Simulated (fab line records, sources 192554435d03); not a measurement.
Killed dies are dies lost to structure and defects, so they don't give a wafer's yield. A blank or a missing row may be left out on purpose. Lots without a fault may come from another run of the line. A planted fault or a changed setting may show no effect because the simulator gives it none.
A struck lot beside a sound one | flow n5_finfet | 37 steps out of a route of 1938
Sound: wafers L251.1, L251.2, L251.3. Struck: wafer L237.2. (L237.4, L237.5 of the same lot were not struck and are left out.) The cause comes at the end.
At each step with rows: each side's tool, then ch and its chambers, then its first start. Under that, the readings that differ: sound wafers | struck wafers | difference of the means | sigmas: that difference in standard deviations of wafers without a fault.
alike: readings whose means differ by less than 2 such deviations, and words and numbers that are the same on both sides. not compared: withheld readings, readings that some wafer has no value for, bounds like >300 that may hide the same value, and numbers for which the record gives no deviation and whose values overlap.
The two part at a step that has a row with sigmas, a row that says differs or no value, or rows on one side only. Numbers that don't overlap but have no deviation are shown without sigmas and don't part them. A reading that every wafer of one side lacks parts them only if that side has two wafers or more.

first, 8 steps without rows for these wafers: N5_BEOL_M0_ANNEAL_119 (time 90 s); N5_BEOL_M0_CMP_120 (polishes, stops on SiOC, t overpolish 6.9 s); N5_BEOL_M0_PRE_CLEAN_131 (time 15 s); N5_BEOL_M0_CO_CAP_123 (material Co, precursor CCTBA/H2, target thk 2 nm, time 102.1 s); N5_BEOL_M0_PRE_CLEAN_124 (time 15 s); N5_BEOL_M0_DEP_125 (deposits SiCN from 3MS/NH3, target thk 8 nm, time 14 s); N5_BEOL_M1_ILD_DEP_00 (deposits SiOC from DEMS/O2, target thk 79 nm, time 15.3 s); N5_BEOL_M1_PECVD_72 (deposits SiO2 from TEOS/O2, target thk 16 nm, time 18 s).
N5_BEOL_M1_HM_DEP_02: deposits TiN, target thk 20 nm.
  sound on pvd_sputter-02, day 11 10:43; struck on pvd_sputter-03, day 7 22:24
  reading                                    | sound          | struck | difference | sigmas
  throttle_valve_pct (%)                     | 29.5 31.1 30.4 | 33.9   | +3.6       | +2
  model.TiN_of_BEOL_M1_HM_DEP_02.thk_nm (nm) | 19.8 20.2 20   | 13.6   | -6.4       |
then, 16 steps without rows for these wafers: N5_BEOL_M1_COAT_61 (time 60 s, resist thk 60 nm); N5_BEOL_M1_COAT_62 (time 60 s, resist thk 12 nm); N5_BEOL_M1_COAT_73 (time 60 s, resist thk 5 nm); N5_BEOL_M1_COAT_05 (resist thk 30 nm); N5_BEOL_M1_EBR_07; N5_BEOL_M1_SOFTBAKE_06 (time 60 s); N5_BEOL_M1_EXPOSE_08 (exposes mask M1); N5_BEOL_M1_PEB_09 (peb time 60 s); N5_BEOL_M1_DEVELOP_10 (develop time 30 s); N5_BEOL_M1_DESCUM_16 (chemistry O2, time 7 s); N5_BEOL_M1_ETCH_74 (etches underlayer in N2/H2, target depth 6.5 nm, time 5.2 s); N5_BEOL_M1_ETCH_63 (etches SiARC in CF4, target depth 15.6 nm, time 26 s); N5_BEOL_M1_ETCH_64 (etches SOC in N2/H2, target depth 75 nm, overetch 15 nm, time 112.5 s); N5_BEOL_M1_STRIP_65 (strips in N2/H2); N5_BEOL_M1_STRIP_75 (strips in N2/H2); N5_BEOL_M1_STRIP_66 (strips in CF4).
N5_BEOL_M1_HM_OPEN_17: chemistry Cl2/BCl3, target TiN, target depth 20 nm, overetch 6 nm.
  sound on rie_metal-02 ch 0,1, day 11 11:58; struck on rie_metal-02 ch 1, day 7 23:27
  reading                  | sound             | struck | difference | sigmas
  model.etch.depth_nm (nm) | 19.85 20.22 19.99 | 13.69  | -6.33      |
  alike: drypump_motor_current_A, mfc_cl2_sccm, oes_product_au, throttle_valve_pct
  not compared: rf_hours_counter_h
then, 8 steps without rows for these wafers: N5_BEOL_M1_STRIP_19 (strips in O2); N5_BEOL_M1_COAT_67 (time 60 s, resist thk 60 nm); N5_BEOL_M1_COAT_68 (time 60 s, resist thk 12 nm); N5_BEOL_M1_COAT_76 (time 60 s, resist thk 5 nm); N5_BEOL_M1_COAT_22 (resist thk 30 nm); N5_BEOL_M1_EBR_24; N5_BEOL_M1_SOFTBAKE_23 (time 60 s); N5_BEOL_M1_EXPOSE_25 (exposes mask V0, defocus 5 nm, target cd 24 nm).
N5_BEOL_M1_TRENCH_ETCH_37: etches SiOC in C4F6/O2, target depth 55.207 nm, time 29 s.
  sound on rie_diel-04 ch 0,2,3; struck on rie_diel-02 ch 1
  reading                                    | sound        | struck | difference | sigmas
  model.TiN_of_BEOL_M1_HM_DEP_02.thk_nm (nm) | 17.6 18 17.6 | 11.4   | -6.3       |
  alike: drypump_motor_current_A, oes_o_777_au, oes_product_au, rf_vpp_V, showerhead_plenum_p_Torr, throttle_valve_pct
  not compared: rf_hours_counter_h
-- the record jumps here: 2 days lie between the struck wafers' starts before and after (it left off in module BEOL_M1 and takes up again in module BEOL_M4, whose first step shown is number 1111 of the route) --
N5_BEOL_M4_RC_MEAS_101:
  sound on prober-02 ch 0, day 13 20:23; struck on prober-02 ch 0, day 9 23:46
  alike: DIBL_N, DIBL_P, IOFF_N, IOFF_P, ION_N, ION_P, SS_N, SS_P, VT_N, VT_P
-- the record jumps here: 5 days lie between the struck wafers' starts before and after (it left off in module BEOL_M4 and takes up again in module PASSIVATION, whose first step shown is number 1936 of the route) --
N5_PASSIVATION_PROBE_49:
  the record has rows for the struck wafers here (prober-01, day 14 21:32) and none for the sound ones

WHERE THEY PART
First at N5_BEOL_M1_HM_DEP_02; last, within this record, at N5_PASSIVATION_PROBE_49.

WHY: what the simulator had put in
Process parameter drift: pvd_sputter-03, from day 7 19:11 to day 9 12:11, at N5_BEOL_M1_HM_DEP_02. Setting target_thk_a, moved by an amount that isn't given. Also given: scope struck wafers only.
